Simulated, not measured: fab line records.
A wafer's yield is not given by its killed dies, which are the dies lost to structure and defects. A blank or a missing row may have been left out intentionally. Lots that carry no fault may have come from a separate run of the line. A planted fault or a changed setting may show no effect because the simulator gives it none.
Split-lot experiment + flow n5 finfet + 21 wafers read from 7 lots, route of 1938 steps

== ON THE SPLIT ==
At N5_PASSIVATION_ETCH_54 (etches SiO2 in CHF3/O2, target depth 880 nm, time 440 s), the setting time s was moved away from the recipe's 440 s on 9 of the 21 wafers read, by -10.9% to +22.2%. For the rest of the wafers, this setting stayed at what the recipe calls for.

The split's own step is where the reading is taken.

== THE READING ==
PASSIVATION.feature depth nm (the simulator's own value, which no gauge read), in nm, at N5_PASSIVATION_ETCH_54 (etches SiO2 in CHF3/O2, target depth 880 nm, time 440 s). The file gives no usual value for it. Here, 12 wafers ran the recipe; their average is 881.4 nm with a standard deviation of 10 nm.

| wafer  | tool, chamber at the split | time s as run, s | against the recipe | PASSIVATION.feature depth nm, nm | against lot-mates on the recipe |
|--------|----------------------------|------------------|--------------------|----------------------------------|---------------------------------|
| L074.1 | rie diel-05, 3             | 497.1            | +13.0%             | 995                              | +121.4                          |
| L074.4 | rie diel-05, 2             | 497.1            | +13.0%             | 1008                             | +134.4                          |
| L074.5 | rie diel-05, 3             | 440              | recipe             | 873.6                            | -                               |
| L080.1 | rie diel-02, 2             | 440              | recipe             | 889.2                            | -                               |
| L080.3 | rie diel-02, 1             | 440              | recipe             | 864.8                            | -                               |
| L080.6 | rie diel-02, 2             | 440              | recipe             | 883.4                            | -                               |
| L084.1 | rie diel-05, 1             | 533.4            | +21.2%             | 1065                             | no lot-mate on the recipe       |
| L084.2 | rie diel-05, 2             | 533.4            | +21.2%             | 1062                             | no lot-mate on the recipe       |
| L084.3 | rie diel-05, 0             | 533.4            | +21.2%             | 1054                             | no lot-mate on the recipe       |
| L087.2 | rie diel-04, 1             | 537.9            | +22.2%             | 1097                             | +210.4                          |
| L087.3 | rie diel-04, 0             | 440              | recipe             | 886.6                            | -                               |
| L087.6 | rie diel-04, 1             | 537.9            | +22.2%             | 1090                             | +203.4                          |
| L091.1 | rie diel-04, 3             | 440              | recipe             | 898.6                            | -                               |
| L091.4 | rie diel-04, 2             | 440              | recipe             | 874.8                            | -                               |
| L091.5 | rie diel-04, 3             | 412.4            | -6.3%              | 832.4                            | -54.3                           |
| L094.1 | rie diel-02, 0             | 440              | recipe             | 890.4                            | -                               |
| L094.3 | rie diel-02, 2             | 391.9            | -10.9%             | 796.4                            | -95.6                           |
| L094.5 | rie diel-02, 2             | 440              | recipe             | 893.6                            | -                               |
| L095.3 | rie diel-05, 3             | 440              | recipe             | 880                              | -                               |
| L095.4 | rie diel-05, 2             | 440              | recipe             | 877.4                            | -                               |
| L095.6 | rie diel-05, 0             | 440              | recipe             | 865                              | -                               |

FIT RESULTS
A straight line over all 21 wafers: PASSIVATION.feature depth nm changes by +8.8 nm for each +1% of time s; r = +0.99; the points scatter about the line by 11 nm.
The same after taking each lot's own level away (the mean of its wafers on the recipe; 18 wafers): +9.32 nm for each +1%; r = +1.00; scatter 7.8 nm.
Per that fit: largest time s move, reading shift of 2.1e+02 nm.
From 873.60 to 892.00 nm: that is the span of the lots' own levels, equal to 1.8 times the standard deviation above.
The two slopes are in agreement: the lot-to-lot level therefore moves the slope only a little.
Check: with one of the wafers moved furthest among these (+22.2%) left out of the fit, the line predicts +208 nm for it against its lot-mates. Against them it came out at +210 nm.

== FURTHER SPLITS ON THESE WAFERS ==
These wafers also went through other splits before the reading. Each is held against what the fit with the lots' levels taken away leaves over:
| other split on the same wafers    | wafers away from the commonest value | r with PASSIVATION.feature depth nm (lot level and that fit taken away) |
|-----------------------------------|--------------------------------------|-------------------------------------------------------------------------|
| N5_BEOL_M12_ETCH_59 h2 flow sccm  | 8                                    | -0.13                                                                   |
| N5_BEOL_M12_SPUTTER_44 power w    | 3                                    | -0.11                                                                   |
| N5_BEOL_M13_COAT_58 spin rpm      | 7                                    | +0.20                                                                   |
| N5_BEOL_M14_TRENCH_ETCH_34 bias w | 9                                    | +0.16                                                                   |
| N5_MIM_BOT_SPUTTER_00 time s      | 8                                    | +0.04                                                                   |
| N5_PASSIVATION_PECVD_55 time s    | 5                                    | -0.40                                                                   |

== THE WHOLE CHAIN: every reading that the file lists as answering this split, in the file's order ==
| step                   | what it does                                            | reading                                                                       | change (the file's fit)              | r (the file's) |
|------------------------|---------------------------------------------------------|-------------------------------------------------------------------------------|--------------------------------------|----------------|
| N5_PASSIVATION_ETCH_54 | etches SiO2 in CHF3/O2, target depth 880 nm, time 440 s | etch.depth nm (the simulator's own value, which no gauge read)                | +9.29 nm for each +1% of the setting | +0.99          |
| N5_PASSIVATION_ETCH_54 | etches SiO2 in CHF3/O2, target depth 880 nm, time 440 s | PASSIVATION.feature depth nm (the simulator's own value, which no gauge read) | +9.29 nm for each +1% of the setting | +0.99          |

== FILE'S OWN FIT ==
PASSIVATION.feature depth nm changes by +9.29 nm for each +1% of time s, r = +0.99.
